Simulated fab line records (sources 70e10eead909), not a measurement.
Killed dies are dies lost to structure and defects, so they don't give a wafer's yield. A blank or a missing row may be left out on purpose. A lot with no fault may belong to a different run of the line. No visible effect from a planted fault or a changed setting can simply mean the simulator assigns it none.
Problem report, 8D (eight disciplines) form, completed by code :: flow nand_harc :: the parts of the form that need people (team, actions taken, sign-off) are left out

## 1. THE ISSUE
Mean of killed_at_array at NHARC_END_SORT_01: 669 across 6 wafers in 2 lots; on wafers with no fault it is 59 (standard deviation 20). That puts it +30 standard deviations away from the usual mean.
First seen on wafer L127.1, day 30 04:29, on prober-01. The record has a number at this step for 6 wafers belonging to 2 lots. Rule for "out", or "out of limits": more than 4 standard deviations from the usual mean. The other wafers with a number count as sound.

## 2. WHAT IT IS AND WHAT IT IS NOT
question: which readings at this step
is: killed_at_array, killed_dies
is not: killed_at_other, killed_short

question: which lots
is: L127, L129
is not: -

question: which wafers of those lots
is: all that have a number
is not: -

question: read on which gauges
is: prober-01, prober-02
is not: -

question: when
is: from day 30 04:29
is not: up to then (0 sound wafers)

## 3. SUSPECTS, AND WHAT RULES EACH OUT
Counting: a tool at a process step up to the reading stays a suspect if it ran every lot that is out and no sound lot after the first of them.
- ruled out: the gauge at NHARC_END_SORT_01. Those wafers that are out were read across 2 gauges (prober-01, prober-02).
- rie_diel-04 at NHARC_A_STAIRCASE_ETCH_27 (etches the open film in C4F8/O2, target depth 100 nm, time 40.5 s): kept. It ran every lot that is out, first L127 (day 21 22:32), and no sound lot after that. Because NHARC_A_STAIRCASE_ETCH_27 lacks a start for some lots, the hours and order of its lots are taken from NHARC_A_STAIRCASE_TRIM_187.
- rie_diel-04 at NHARC_A_STAIRCASE_TRIM_187 (chemistry O2, time 211.2 s): kept. It ran every lot that is out, first L127 (day 21 22:32), and no sound lot after that.
- rie_diel-04 at NHARC_A_STAIRCASE_TRIM_200 (chemistry O2, time 211.2 s): kept. It ran every lot that is out, first L127 (day 22 00:18), and no sound lot after that. Because NHARC_A_STAIRCASE_TRIM_200 lacks a start for some lots, the hours and order of its lots are taken from NHARC_A_STAIRCASE_TRIM_202.
- rie_diel-04 at NHARC_A_STAIRCASE_TRIM_202 (chemistry O2, time 211.2 s): kept. It ran every lot that is out, first L127 (day 22 00:18), and no sound lot after that.
Left after counting: rie_diel-04 at NHARC_A_STAIRCASE_ETCH_27, rie_diel-04 at NHARC_A_STAIRCASE_TRIM_187, rie_diel-04 at NHARC_A_STAIRCASE_TRIM_200, rie_diel-04 at NHARC_A_STAIRCASE_TRIM_202.

## 4. THE CAUSE (what the simulator had put in)
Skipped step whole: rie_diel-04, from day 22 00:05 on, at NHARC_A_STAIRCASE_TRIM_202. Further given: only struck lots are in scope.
After counting, 4 suspects remain, this tool included.

## 5. THE EFFECT CHAIN, in route order
Each row: a reading whose mean over the struck wafers that have a number lies more than 3 standard deviations from the usual. Only readings for which the record gives a usual standard deviation are gone through. hours: the time from each lot's start at the first step in this table that gives one to its start at this step, as a median over the lots. sigmas: the change in usual standard deviations.
hours: 0
step: NHARC_END_SORT_01
reading: killed_at_array
usual: 59
on struck wafers: 669
change: +610
sigmas: +30

hours: 0
step: NHARC_END_SORT_01
reading: killed_dies
usual: 64
on struck wafers: 677
change: +613
sigmas: +29
Readings that are blank on the struck wafers while sound wafers have them: chamber_pressure_mTorr at NHARC_A_STAIRCASE_TRIM_202; drypump_motor_current_A at NHARC_A_STAIRCASE_TRIM_202; oes_product_au at NHARC_A_STAIRCASE_TRIM_202; rf_vpp_V at NHARC_A_STAIRCASE_TRIM_202; showerhead_plenum_p_Torr at NHARC_A_STAIRCASE_TRIM_202; throttle_valve_pct at NHARC_A_STAIRCASE_TRIM_202.

## 6. HOW IT WOULD HAVE BEEN CAUGHT EARLIER
In this record the first reading out of limits at a measuring or inspecting step was taken at day 30 04:29, 196 hours after the fault began at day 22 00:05.
At NHARC_A_STAIRCASE_TRIM_202 the tool's readings are blank on the struck wafers, where sound wafers have them: an empty tool record is the first sign, and it was there at once.
By day 30 04:29, every lot that is out (2) had started NHARC_A_STAIRCASE_TRIM_202 on rie_diel-04. A hold on the tool at that time would have spared none of them.
